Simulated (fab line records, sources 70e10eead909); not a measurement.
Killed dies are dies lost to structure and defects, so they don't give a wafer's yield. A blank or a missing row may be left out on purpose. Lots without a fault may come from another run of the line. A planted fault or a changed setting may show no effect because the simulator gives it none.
Chamber matching | flow nand_harc | NHARC_A_STAIRCASE_TRIM_12 on rie_diel-09: 4 sister chambers
The step chemistry O2, time 211.2 s. 4 wafers are shown with their chamber, then 9 later ones without.

WAFERS WITH THEIR CHAMBER
wafer  | chamber | showerhead_plenum_p_Torr (Torr)
L080.2 | 3       | 3.53
L079.2 | 0       | 3.49
L085.5 | 1       | 3.44
L085.6 | 2       | 3.32

WAFERS WITHOUT THEIR CHAMBER
wafer  | showerhead_plenum_p_Torr (Torr)
L087.1 | 3.48
L087.4 | 3.32
L087.6 | 3.32
L093.1 | 3.43
L093.2 | 3.31
L093.4 | 3.51
L097.2 | 3.43
L097.3 | 3.50
L097.4 | 3.46

WHICH CHAMBER EACH WENT THROUGH
wafer  | from the rows above     | in truth
L087.1 | 0                       | 0
L087.4 | 2                       | 2
L087.6 | 2                       | 2
L093.1 | 1                       | 1
L093.2 | 2                       | 2
L093.4 | can't be placed: 0 or 3 | 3
L097.2 | 1                       | 1
L097.3 | can't be placed: 0 or 3 | 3
L097.4 | can't be placed: 1 or 0 | 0
Placed correctly: 6 of 9. Can't be placed from these rows: 3 (the true chamber is among the candidates in 3). Placed wrongly: 0.
How it was worked out, from the rows above alone: a wafer's distance from a chamber is the root of the sum, over the readings, of the square of ((its reading less the chamber's mean) divided by the reading's scatter). The wafer belongs to the nearest chamber; if the next one is less than 2 further off, it can't be placed. A chamber's mean is the mean of its shown wafers. The scatter: with one shown wafer a chamber, the root of the mean of the squares of how far each hidden wafer lies from its nearest shown one.
